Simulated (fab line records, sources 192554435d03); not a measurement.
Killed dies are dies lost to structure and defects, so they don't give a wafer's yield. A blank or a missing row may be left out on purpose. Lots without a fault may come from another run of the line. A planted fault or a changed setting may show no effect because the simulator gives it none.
fab line records | flow n5_finfet
record lots=24 wafers=72 last_day=17
route steps=1938 shown BEOL_M12@1622 BEOL_M13@1679
lots that met no fault: from a run of the same line without faults
start_h: hours from the record's first day to the start of the lot's first wafer shown | wait_h: hours since the lot's step before | " the same as in the row above | L1.1+2: a row that stands for several wafers | - no value, or no start given | * or withheld: withheld | < > ~ a bound
route shown NAME@n: a module of which the file shows steps, and the number in the route of the first | usual: mean/standard deviation of fault-free wafers | same: alike in all rows | chamber/n: place in a boat | sites: the reading at each site | _std_site: their standard deviation | _edge_site: outer sites' mean less inner sites' | radius_mm: how far each site lies from the wafer's centre | mask NAME#n: copy n | behind: the tool/chamber that last shaped the wafer | hold: why the lot was held/for how many hours/how that ended | device: the transistor (n, p or np) that didn't switch | end of line: the same wafers' tests at the end of the route | a step without rows: its recipe alone | killed: dies lost to structure and defects at the first sort, not the wafer's yield | map: a wafer's dies, x killed, . not, _ none there
set.NAME: the setting as run; set.NAME@STEP: as run at that earlier step | model.NAME: the simulator's own value behind a step, which no gauge read
steps of the route over a sample of lots; a table a step, a row a wafer
services: from which hour (start_h, from the record's first day; less than 0 if before it) a tool's chamber was out of use, for how many hours, and why
## steps
# step N5_BEOL_M12_CD_MEAS_17
# recipe target_cd_nm=140 polarity=opening
# usual cd_nm=141.0/1.4
# columns lot.wafer tool chamber start_h wait_h cd_nm
L074.1 cd_sem-02 - 228.44 0.0 143.2
L074.3 " - " " 142.4
L074.6 " - " " 141.9
L075.1 cd_sem-03 - 229.06 0.0 142.5
L075.4 " - " " 143.1
L075.5 " - " " 141.0
L076.2 cd_sem-01 - 232.82 0.0 139.6
L076.3 " - " " 140.4
L076.6 " - " " 139.8
L077.3 cd_sem-03 - 250.69 0.0 139.0
L077.4 " - " " 140.4
L077.6 " - " " 139.8
L078.1 cd_sem-03 - 259.74 0.0 140.0
L078.3 " - " " 141.4
L078.5 " - " " 141.3
L079.1 cd_sem-03 - 267.55 0.0 139.3
L079.5 " - " " 140.7
L079.6 " - " " 139.3
L080.1 cd_sem-03 - 269.70 0.0 140.9
L080.4 " - " " 141.9
L080.6 " - " " 141.3
L081.4 cd_sem-01 - 281.79 0.0 141.5
L081.5 " - " " 139.5
L081.6 " - " " 140.5
L082.2 cd_sem-03 - 286.27 0.0 141.8
L082.3 " - " " 142.9
L082.6 " - " " 140.6
L083.1 cd_sem-03 - 289.74 0.0 140.5
L083.2 " - " " 141.5
L083.4 " - " " 141.2
L086.2 cd_sem-03 - 290.02 0.0 140.6
L086.3 " - " " 138.8
L086.5 " - " " 141.1
L084.1 cd_sem-03 - 297.49 0.0 139.4
L084.2 " - " " 140.2
L084.3 " - " " 141.3
L085.2 cd_sem-01 - 298.36 0.0 143.8
L085.3 " - " " 140.5
L085.4 " - " " 139.7
L087.2 cd_sem-03 - 304.84 0.0 140.7
L087.3 " - " " 140.9
L087.6 " - " " 139.7
L088.1 cd_sem-03 - 319.40 0.0 143.0
L088.3 " - " " 142.3
L088.4 " - " " 140.4
L089.3 cd_sem-01 - 319.87 0.0 140.6
L089.5 " - " " 141.9
L089.6 " - " " 140.8
L091.2 cd_sem-02 - 325.46 0.0 143.1
L091.5 " - " " 142.2
L091.6 " - " " 142.8
L092.1 cd_sem-02 - 331.85 0.0 139.4
L092.4 " - " " 139.2
L092.6 " - " " 140.3
L090.2 cd_sem-02 - 332.44 0.0 139.1
L090.5 " - " " 140.3
L090.6 " - " " 139.1
L094.1 cd_sem-02 - 354.91 0.0 139.7
L094.2 " - " " 143.4
L094.6 " - " " 143.3
L096.2 cd_sem-02 - 361.85 0.0 140.4
L096.4 " - " " 141.4
L096.5 " - " " 138.4
L097.1 cd_sem-03 - 362.37 0.0 140.6
L097.2 " - " " 142.4
L097.5 " - " " 143.1
L095.1 cd_sem-03 - 362.82 0.0 142.2
L095.2 " - " " 142.9
L095.4 " - " " 142.6
L093.3 cd_sem-03 - 362.88 0.0 141.5
L093.4 " - " " 141.3
L093.6 " - " " 142.2
# step N5_BEOL_M12_OVL_MEAS_29
# recipe points_per_wafer=44
# usual M12_OVL=2/5.1
# columns lot.wafer tool chamber start_h wait_h M12_OVL[nm]
L074.1 overlay-01 0 228.95 0.0 -1
L074.3 " 0 " " -7
L074.6 " 0 " " -3
L075.1 overlay-02 0 229.41 0.0 7
L075.4 " 0 " " 10
L075.5 " 0 " " 7
L076.2 overlay-02 0 233.18 0.0 -8
L076.3 " 0 " " -4
L076.6 " 0 " " -1
L077.3 overlay-01 0 251.04 0.0 -7
L077.4 " 0 " " 8
L077.6 " 0 " " 1
L078.1 overlay-02 0 260.22 0.0 11
L078.3 " 0 " " 2
L078.5 " 0 " " 2
L079.1 overlay-02 0 268.04 0.0 4
L079.5 " 0 " " 3
L079.6 " 0 " " 4
L080.1 overlay-01 0 270.18 0.0 11
L080.4 " 0 " " 11
L080.6 " 0 " " 4
L081.4 overlay-01 0 282.15 0.0 9
L081.5 " 0 " " 3
L081.6 " 0 " " 2
L082.2 overlay-02 0 286.62 0.0 1
L082.3 " 0 " " 6
L082.6 " 0 " " 7
L083.1 overlay-02 0 290.10 0.0 3
L083.2 " 0 " " 7
L083.4 " 0 " " 1
L086.2 overlay-02 0 290.50 0.0 -4
L086.3 " 0 " " -5
L086.5 " 0 " " 0
L084.1 overlay-02 0 297.84 0.0 -3
L084.2 " 0 " " 8
L084.3 " 0 " " -5
L085.2 overlay-01 0 298.84 0.0 2
L085.3 " 0 " " 7
L085.4 " 0 " " 3
L087.2 overlay-02 0 305.32 0.0 -2
L087.3 " 0 " " 1
L087.6 " 0 " " -5
L088.1 overlay-01 0 319.79 0.0 -7
L088.3 " 0 " " 5
L088.4 " 0 " " 0
L089.3 overlay-02 0 320.34 0.0 12
L089.5 " 0 " " 2
L089.6 " 0 " " 16
L091.2 overlay-01 0 325.83 0.0 -4
L091.5 " 0 " " 0
L091.6 " 0 " " 7
L092.1 overlay-02 0 332.34 0.0 -3
L092.4 " 0 " " 1
L092.6 " 0 " " -4
L090.2 overlay-01 0 332.82 0.0 8
L090.5 " 0 " " 8
L090.6 " 0 " " 1
L094.1 overlay-01 0 355.40 0.0 9
L094.2 " 0 " " 3
L094.6 " 0 " " 7
L096.2 overlay-02 0 362.33 0.0 5
L096.4 " 0 " " 1
L096.5 " 0 " " -2
L097.1 overlay-02 0 362.85 0.0 1
L097.2 " 0 " " -1
L097.5 " 0 " " -7
L095.1 overlay-02 0 363.18 0.0 7
L095.2 " 0 " " 1
L095.4 " 0 " " 7
L093.3 overlay-01 0 363.36 0.0 6
L093.4 " 0 " " 2
L093.6 " 0 " " -1
# step N5_BEOL_M13_CD_MEAS_17
# recipe target_cd_nm=190 polarity=opening
# usual cd_nm=190.0/1.2
# columns lot.wafer tool chamber start_h wait_h cd_nm
L074.1 cd_sem-02 - 234.72 0.0 189.9
L074.3 " - " " 191.5
L074.6 " - " " 191.3
L075.1 cd_sem-01 - 236.29 0.0 190.7
L075.4 " - " " 189.8
L075.5 " - " " 190.4
L076.2 cd_sem-01 - 239.15 0.0 190.9
L076.3 " - " " 189.5
L076.6 " - " " 187.9
L077.3 cd_sem-01 - 257.38 0.0 191.1
L077.4 " - " " 191.1
L077.6 " - " " 190.9
L078.1 cd_sem-03 - 264.05 0.0 192.2
L078.3 " - " " 192.3
L078.5 " - " " 192.2
L079.1 cd_sem-01 - 271.77 0.0 190.7
L079.5 " - " " 189.6
L079.6 " - " " 190.9
L080.1 cd_sem-03 - 277.76 0.0 189.8
L080.4 " - " " 189.8
L080.6 " - " " 189.9
L081.4 cd_sem-02 - 286.21 0.0 189.4
L081.5 " - " " 190.0
L081.6 " - " " 190.2
L082.2 cd_sem-02 - 291.86 0.0 190.3
L082.3 " - " " 188.1
L082.6 " - " " 191.1
L083.1 cd_sem-03 - 296.47 0.0 187.4
L083.2 " - " " 186.1
L083.4 " - " " 187.5
L086.2 cd_sem-01 - 297.19 0.0 189.2
L086.3 " - " " 189.5
L086.5 " - " " 189.1
L084.1 cd_sem-03 - 301.88 0.0 187.8
L084.2 " - " " 187.6
L084.3 " - " " 189.8
L085.2 cd_sem-01 - 303.02 0.0 188.8
L085.3 " - " " 188.5
L085.4 " - " " 189.5
L087.2 cd_sem-01 - 315.78 0.0 189.8
L087.3 " - " " 189.1
L087.6 " - " " 188.6
L088.1 cd_sem-03 - 324.88 0.0 190.5
L088.3 " - " " 191.2
L088.4 " - " " 190.1
L089.3 cd_sem-02 - 325.04 0.0 190.6
L089.5 " - " " 190.6
L089.6 " - " " 189.9
L091.2 cd_sem-01 - 335.39 0.0 189.2
L091.5 " - " " 191.3
L091.6 " - " " 189.3
L092.1 cd_sem-01 - 338.17 0.0 189.3
L092.4 " - " " 192.2
L092.6 " - " " 191.4
L090.2 cd_sem-02 - 338.45 0.0 190.0
L090.5 " - " " 189.7
L090.6 " - " " 189.5
L094.1 cd_sem-02 - 361.15 0.0 189.1
L094.2 " - " " 189.2
L094.6 " - " " 190.6
L096.2 cd_sem-03 - 367.11 0.0 192.1
L096.4 " - " " 189.8
L096.5 " - " " 192.3
L097.1 cd_sem-02 - 367.98 0.0 189.8
L097.2 " - " " 191.2
L097.5 " - " " 190.9
L095.1 cd_sem-02 - 368.60 0.0 190.8
L095.2 " - " " 191.5
L095.4 " - " " 190.6
L093.3 cd_sem-02 - 369.44 0.0 190.5
L093.4 " - " " 188.8
L093.6 " - " " 189.8
# step N5_BEOL_M13_ETCH_68
# recipe chemistry=N2/H2 target=SOC mask_material=SiARC source_w=3000 bias_w=350 temp_c=40 time_s=355 ion_energy_ev=200 pressure_mtorr=30 n2_flow_sccm=200 h2_flow_sccm=200
# usual drypump_motor_current_A=5.8/0.41 oes_product_au=0.79/0.075 rf_vpp_V=523.8/1.8 showerhead_plenum_p_Torr=2.54/0.062 throttle_valve_pct=17.69/0.26
# columns lot.wafer tool chamber start_h wait_h drypump_motor_current_A oes_product_au rf_hours_counter_h rf_vpp_V showerhead_plenum_p_Torr throttle_valve_pct
L074.1 rie_diel-05 1 235.44 0.1 6.2 0.79 113 524.2 2.55 18.06
L074.3 " 3 " " 5.4 0.73 188 522.7 2.52 18.17
L074.6 " 2 " " 5.0 0.88 - 524.6 2.58 17.09
L075.1 rie_diel-01 0 237.02 0.1 5.6 0.75 153 524.6 2.55 17.84
L075.4 " 3 " " 5.2 0.96 13 525.7 2.61 17.47
L075.5 " 2 " " 5.7 0.83 - 523.2 2.46 17.38
L076.2 rie_diel-01 0 239.80 0.1 5.6 0.75 154 523.1 2.55 17.83
L076.3 " 1 " " 5.7 0.83 95 524.2 2.57 17.69
L076.6 " 3 " " 5.2 0.94 - 526.0 2.60 17.45
L077.3 rie_diel-01 2 258.39 0.1 5.7 0.83 79 520.1 2.46 17.38
L077.4 " 1 " " 5.7 0.81 101 524.5 2.56 17.69
L077.6 " 0 " " 5.6 0.75 - 521.2 2.55 17.85
L078.1 rie_diel-03 1 264.77 0.1 6.1 0.71 179 526.6 2.64 17.86
L078.3 " 3 " " 6.3 0.85 62 523.4 2.59 17.61
L078.5 " 0 " " 6.2 0.77 - 520.2 2.44 17.50
L079.1 rie_diel-01 2 272.36 0.1 5.7 0.81 85 521.2 2.46 17.38
L079.5 " 3 " " 5.1 0.92 - 525.2 2.60 17.47
L079.6 " 2 " " 5.7 0.82 - 521.9 2.46 17.39
L080.1 rie_diel-03 3 279.18 0.1 6.2 0.85 70 524.0 2.58 17.62
L080.4 " 3 " " 6.2 0.84 - 525.1 2.58 17.62
L080.6 " 0 " " 6.2 0.76 - 521.7 2.44 17.52
L081.4 rie_diel-03 1 286.93 0.1 6.1 0.72 191 525.9 2.64 17.87
L081.5 " 0 " " 6.2 0.75 - 522.9 2.44 17.52
L081.6 " 3 " " 6.2 0.85 - 524.2 2.58 17.63
L082.2 rie_diel-03 0 292.59 0.1 6.2 0.75 164 520.7 2.43 17.52
L082.3 " 3 " " 6.2 0.84 76 524.8 2.58 17.61
L082.6 " 0 " " 6.2 0.74 - 521.3 2.43 17.52
L083.1 rie_diel-01 3 297.83 0.1 5.1 0.89 38 526.2 2.59 17.51
L083.2 " 2 " " 5.7 0.80 96 522.3 2.45 17.39
L083.4 " 0 " " 5.6 0.73 178 523.7 2.54 17.86
L086.2 rie_diel-01 0 298.63 0.1 5.6 0.73 178 523.6 2.54 17.86
L086.3 " 2 " " 5.7 0.80 97 520.4 2.45 17.44
L086.5 " 0 " " 5.6 0.73 - 523.7 2.54 17.87
L084.1 rie_diel-03 0 303.08 0.1 6.2 0.75 169 521.3 2.43 17.54
L084.2 " 3 " " 6.2 0.82 81 524.7 2.58 17.65
L084.3 " 2 " " 5.4 0.71 176 523.6 2.53 17.87
L085.2 rie_diel-03 2 303.63 0.1 5.5 0.71 177 523.8 2.53 17.86
L085.3 " 3 " " 6.2 0.83 82 525.0 2.58 17.62
L085.4 " 0 " " 6.2 0.75 169 522.3 2.43 17.51
L087.2 rie_diel-01 0 316.40 0.1 5.6 0.72 183 524.4 2.54 17.88
L087.3 " 3 " " 5.1 0.88 44 525.9 2.59 17.50
L087.6 " 2 " " 5.7 0.79 - 523.3 2.45 17.44
L088.1 rie_diel-03 0 325.65 0.1 6.2 0.73 176 519.8 2.43 17.54
L088.3 " 3 " " 6.2 0.82 88 524.7 2.58 17.64
L088.4 " 2 " " 5.5 0.70 184 522.5 2.53 17.87
L089.3 rie_diel-01 2 326.05 0.1 5.7 0.79 106 523.3 2.45 17.41
L089.5 " 3 " " 5.2 0.88 - 526.0 2.59 17.51
L089.6 " 2 " " 5.7 0.78 - 520.4 2.45 17.43
L091.2 rie_diel-05 1 336.11 0.1 6.3 0.76 131 523.6 2.54 18.11
L091.5 " 2 " " 5.0 0.84 - 523.3 2.58 17.12
L091.6 " 3 " " 5.4 0.72 - 522.4 2.51 18.18
L092.1 rie_diel-03 0 339.02 0.1 6.1 0.73 180 520.7 2.43 17.55
L092.4 " 1 " " 6.2 0.71 210 525.7 2.63 17.92
L092.6 " 1 " " 6.2 0.70 - 526.5 2.63 17.92
L090.2 rie_diel-05 0 339.56 0.1 5.7 0.95 11 523.6 2.49 17.65
L090.5 " 3 " " 5.4 0.71 - 524.5 2.51 18.20
L090.6 " 0 " " 5.7 0.95 - 521.7 2.49 17.65
L094.1 rie_diel-03 2 361.87 0.1 5.5 0.70 195 524.3 2.53 17.89
L094.2 " 1 " " 6.1 0.69 215 525.2 2.63 17.92
L094.6 " 2 " " 5.5 0.69 - 523.7 2.53 17.90
L096.2 rie_diel-05 2 367.83 0.1 5.0 0.83 71 525.8 2.57 17.15
L096.4 " 1 " " 6.2 0.76 - 523.5 2.54 18.12
L096.5 " 2 " " 5.0 0.83 - 523.7 2.57 17.15
L097.1 rie_diel-03 2 369.04 0.1 5.4 0.70 198 523.7 2.53 17.91
L097.2 " 3 " " 6.3 0.82 103 525.3 2.57 17.68
L097.5 " 2 " " 5.5 0.70 - 523.6 2.52 17.91
L095.1 rie_diel-05 2 369.55 0.1 5.0 0.83 72 526.0 2.57 17.15
L095.2 " 1 " " 6.2 0.76 143 525.9 2.54 18.14
L095.4 " 0 " " 5.7 0.92 - 521.7 2.49 17.68
L093.3 rie_diel-03 3 370.03 0.1 6.3 0.81 103 522.6 2.57 17.67
L093.4 " 1 " " 6.2 0.69 - 525.9 2.63 17.91
L093.6 " 2 " " 5.5 0.70 - 523.6 2.52 17.91
# step N5_BEOL_M13_DEGAS_41
# recipe ambient=vacuum temp_c=250 time_s=60
# usual heater_power_w=337/35
# columns lot.wafer tool chamber start_h wait_h heater_power_w
L074.1 pvd_sputter-03 - 236.30 0.2 299
L074.3 " - " " 352
L074.6 " - " " 333
L075.1 pvd_sputter-03 - 237.76 0.0 360
L075.4 " - " " 292
L075.5 " - " " 353
L076.2 pvd_sputter-01 - 242.39 0.3 393
L076.3 " - " " 360
L076.6 " - " " 369
L077.3 pvd_sputter-01 - 260.45 0.2 340
L077.4 " - " " 355
L077.6 " - " " 396
L078.1 pvd_sputter-01 - 267.07 0.3 344
L078.3 " - " " 375
L078.5 " - " " 400
L079.1 pvd_sputter-03 - 275.21 0.3 297
L079.5 " - " " 298
L079.6 " - " " 351
L080.1 pvd_sputter-03 - 280.83 0.2 293
L080.4 " - " " 311
L080.6 " - " " 363
L081.4 pvd_sputter-02 - 289.18 0.4 282
L081.5 " - " " 312
L081.6 " - " " 404
L082.2 pvd_sputter-03 - 295.26 0.2 327
L082.3 " - " " 359
L082.6 " - " " 351
L083.1 pvd_sputter-03 - 299.66 0.3 301
L083.2 " - " " 297
L083.4 " - " " 352
L086.2 pvd_sputter-03 - 299.98 0.3 297
L086.3 " - " " 300
L086.5 " - " " 351
L084.1 pvd_sputter-01 - 306.11 0.3 315
L084.2 " - " " 340
L084.3 " - " " 396
L085.2 pvd_sputter-01 - 306.79 0.8 397
L085.3 " - " " 318
L085.4 " - " " 350
L087.2 pvd_sputter-03 - 317.48 0.4 347
L087.3 " - " " 301
L087.6 " - " " 302
L088.1 pvd_sputter-03 - 329.63 0.3 296
L088.3 " - " " 344
L088.4 " - " " 354
L089.3 pvd_sputter-03 - 329.99 0.4 297
L089.5 " - " " 296
L089.6 " - " " 300
L091.2 pvd_sputter-03 - 336.96 0.1 364
L091.5 " - " " 297
L091.6 " - " " 334
L092.1 pvd_sputter-01 - 339.83 0.0 372
L092.4 " - " " 403
L092.6 " - " " 386
L090.2 pvd_sputter-01 - 345.49 0.8 401
L090.5 " - " " 365
L090.6 " - " " 345
L094.1 pvd_sputter-02 - 362.87 0.3 432
L094.2 " - " " 399
L094.6 " - " " 279
L096.2 pvd_sputter-01 - 369.37 0.4 307
L096.4 " - " " 391
L096.5 " - " " 340
L097.1 pvd_sputter-03 - 371.30 0.4 301
L097.2 " - " " 296
L097.5 " - " " 293
L095.1 pvd_sputter-03 - 371.70 0.4 304
L095.2 " - " " 293
L095.4 " - " " 345
L093.3 pvd_sputter-01 - 371.93 0.0 376
L093.4 " - " " 396
L093.6 " - " " 388
# step N5_BEOL_M13_CMP_49
# recipe stop_on=SiOC t_overpolish_s=17.1 down_force_psi=1 platen_rpm=50 clearing_platen_down_force_psi=1.5 clearing_platen_rpm=50 post_cmp_clean=cu_alkaline target_thk_nm=420 clearing_platen_pad_velocity_m_s=0.99484 pad_velocity_m_s=0.99484
# usual barrier_field_endpoint_s=30.6/0.6 motor_current_A=6.2/0.6 overpolish_run_s=17.100/0.0091 slurry_filter_dp_kPa=13.49/0.14
# columns lot.wafer tool chamber start_h wait_h barrier_field_endpoint_s motor_current_A overpolish_run_s slurry_filter_dp_kPa
L074.3 cmp-01 2 237.69 0.3 29.9 5.4 17.096 13.32
L074.1 " 1 " " 30.5 6.3 17.094 13.42
L074.6 " 2 " " 30.3 5.5 17.089 13.66
L075.4 cmp-01 3 238.58 0.1 30.2 5.9 17.109 13.15
L075.1 " 1 " " 29.6 6.3 17.095 13.45
L075.5 " 3 " " 30.5 5.8 17.100 13.64
L076.2 cmp-01 1 243.62 0.4 30.1 6.4 17.094 13.37
L076.3 " 3 " " 30.3 6.0 17.107 13.39
L076.6 " 1 " " 30.1 6.7 17.092 13.54
L077.4 cmp-01 1 261.28 0.1 30.6 6.2 17.106 13.52
L077.3 " 0 " " 30.6 5.8 17.112 13.37
L077.6 " 2 " " 30.6 5.4 17.107 13.35
L078.1 cmp-01 1 267.96 0.3 30.6 6.4 17.114 13.55
L078.3 " 2 " " 30.1 5.4 17.115 13.57
L078.5 " 3 " " 30.3 6.1 17.111 13.50
L079.1 cmp-01 1 276.12 0.3 30.7 6.5 17.103 13.49
L079.6 " 3 " " 29.6 5.6 17.091 13.21
L079.5 " 0 " " 31.3 5.7 17.098 13.49
L080.4 cmp-02 1 281.65 0.1 30.2 6.1 17.100 13.66
L080.1 " 0 " " 30.4 6.8 17.112 13.56
L080.6 " 2 " " 29.7 6.3 17.082 13.54
L081.4 cmp-02 0 290.49 0.1 30.8 6.8 17.119 13.50
L081.6 " 0 " " 31.5 6.8 17.109 13.50
L081.5 " 1 " " 31.0 6.5 17.092 13.52
L082.3 cmp-02 0 296.08 0.2 30.4 7.0 17.092 13.45
L082.2 " 1 " " 30.7 6.1 17.117 13.50
L082.6 " 0 " " 30.5 6.8 17.086 13.54
L083.1 cmp-01 0 300.47 0.3 31.2 6.2 17.111 13.73
L083.4 " 2 " " 30.2 5.2 17.092 13.59
L083.2 " 3 " " 30.5 5.7 17.114 13.30
L086.2 cmp-01 1 301.43 0.4 30.4 6.6 17.104 13.62
L086.3 " 3 " " 31.0 6.1 17.105 13.53
L086.5 " 2 " " 30.5 5.4 17.107 13.46
L084.2 cmp-02 0 306.98 0.2 31.1 6.8 17.087 13.33
L084.1 " 1 " " 31.3 6.5 17.119 13.52
L084.3 " 2 " " 31.9 6.2 17.091 13.65
L085.2 cmp-02 2 307.65 0.2 31.1 6.1 17.103 13.44
L085.4 " 3 " " 31.7 7.6 17.115 13.33
L085.3 " 0 " " 30.9 7.0 17.090 13.72
L087.2 cmp-01 0 318.59 0.2 31.2 5.8 17.108 13.43
L087.3 " 1 " " 30.4 6.5 17.091 13.37
L087.6 " 0 " " 30.9 6.1 17.098 13.51
L088.4 cmp-03 3 330.49 0.2 31.3 6.3 17.121 13.63
L088.1 " 0 " " 31.7 5.4 17.104 13.52
L088.3 " 1 " " 31.6 5.8 17.106 13.44
L089.3 cmp-01 0 330.93 0.3 30.0 5.8 17.101 13.50
L089.6 " 1 " " 29.5 6.8 17.098 13.34
L089.5 " 2 " " 30.4 5.4 17.087 13.60
L091.2 cmp-02 0 337.78 0.2 31.3 6.8 17.105 13.71
L091.5 " 0 " " 30.8 6.7 17.096 13.52
L091.6 " 1 " " 31.0 6.3 17.092 13.67
L092.4 cmp-01 1 341.19 0.2 30.1 6.4 17.101 13.67
L092.1 " 2 " " 29.8 5.4 17.094 13.34
L092.6 " 1 " " 29.9 6.6 17.092 13.41
L090.2 cmp-02 3 346.35 0.2 30.0 7.8 17.098 13.61
L090.5 " 3 " " 29.5 7.4 17.100 13.60
L090.6 " 0 " " 29.9 7.0 17.091 13.75
L094.1 cmp-01 3 364.03 0.3 30.5 5.9 17.100 13.43
L094.2 " 2 " " 29.9 5.0 17.106 13.33
L094.6 " 3 " " 30.6 5.8 17.097 13.46
L096.4 cmp-02 1 370.75 0.2 30.4 6.5 17.099 13.25
L096.2 " 3 " " 30.9 7.5 17.098 13.41
L096.5 " 1 " " 30.8 6.3 17.109 13.18
L097.1 cmp-01 1 372.15 0.3 31.0 6.5 17.092 13.51
L097.2 " 2 " " 30.8 5.7 17.107 13.50
L097.5 " 1 " " 30.5 6.4 17.107 13.49
L093.3 cmp-03 3 373.29 0.2 29.3 6.1 17.112 13.60
L093.4 " 1 " " 29.8 6.0 17.100 13.16
L093.6 " 3 " " 29.4 6.0 17.087 13.47
L095.2 cmp-02 1 373.41 0.4 30.9 6.0 17.085 13.50
L095.4 " 2 " " 30.9 6.1 17.092 13.38
L095.1 " 3 " " 31.4 7.2 17.105 13.28
## services
# columns tool chamber start_h hours kind
cmp-02 - 226.81 4.0 pm
cmp-02 - 230.81 - consumable_replace:conditioner
cmp-02 - 230.81 - consumable_replace:pad
cmp-02 - 232.15 6.3 pm
rie_diel-01 - 232.90 2.8 pm
rie_diel-03 2 248.66 32.5 repair
cmp-02 - 253.63 2.3 repair
rie_diel-05 - 255.94 4.4 repair
rie_diel-03 3 261.12 1.6 repair
rie_diel-05 0 261.54 - clean
rie_diel-05 0 261.54 - consumable_replace:focus_ring
rie_diel-05 - 265.35 34.4 repair
cmp-01 - 326.51 0.5 repair
cmp-02 - 328.09 3.5 repair
pvd_sputter-03 - 338.38 2.8 repair
cmp-02 - 341.77 0.2 repair
cmp-03 - 346.73 4.0 pm
rie_diel-03 1 349.49 7.0 repair
cmp-01 - 349.86 1.8 repair
cmp-03 - 350.73 - consumable_replace:conditioner
cmp-03 - 350.73 - consumable_replace:pad
cmp-01 - 352.65 1.2 repair
rie_diel-05 3 353.07 7.0 repair
cmp-03 - 358.81 4.6 pm
## key
fault none
